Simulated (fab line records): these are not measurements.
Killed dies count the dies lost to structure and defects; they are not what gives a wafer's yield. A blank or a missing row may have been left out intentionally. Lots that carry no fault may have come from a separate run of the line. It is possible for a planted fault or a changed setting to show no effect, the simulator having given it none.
Matching of chambers -- flow n5 finfet -- N5_BEOL_M6_ETCH_72 on rie diel-04 has 4 sister chambers
The step etches underlayer in N2/H2, target depth 6.5 nm, time 5.2 s. 8 wafers are shown with their chamber, then 10 later ones without.

== WAFERS, EACH WITH ITS CHAMBER ==
wafer,chamber,showerhead plenum p Torr (Torr),throttle valve pct (%)
L079.1,2,2.64,18.10
L082.3,2,2.64,18.13
L086.3,3,2.47,17.39
L090.3,3,2.46,17.42
L090.4,1,2.41,17.54
L090.6,0,2.71,17.59
L093.1,1,2.41,17.56
L093.4,0,2.71,17.60

== WAFERS WHOSE CHAMBER IS MISSING ==
wafer,showerhead plenum p Torr (Torr),throttle valve pct (%)
L093.6,2.46,17.41
L094.2,2.71,17.63
L094.4,2.46,17.41
L094.5,2.71,17.58
L096.1,2.63,18.16
L096.4,2.41,17.55
L096.5,2.41,17.59
L097.1,2.45,17.44
L097.5,2.62,18.16
L097.6,2.40,17.58

== CHAMBER TAKEN BY EACH ==
wafer,from the rows above,in truth
L093.6,3,3
L094.2,0,0
L094.4,3,3
L094.5,0,0
L096.1,2,2
L096.4,1,1
L096.5,1,1
L097.1,3,3
L097.5,2,2
L097.6,1,1
10 of 10 placed correctly. Not placeable from these rows: 0. 0 placed wrongly.
How it was worked out, from the rows above alone: a wafer's distance from a chamber is the root of the sum, over the readings, of the square of ((its reading less the chamber's mean) divided by the reading's scatter). The wafer belongs to the nearest chamber; if the next one is less than 2 further off, it can't be placed. A chamber's mean is the mean of its shown wafers. How the scatter is found: for the shown wafers, subtract from each reading the mean of its chamber, square and add these, divide the total by (wafers less chambers), then take the root.
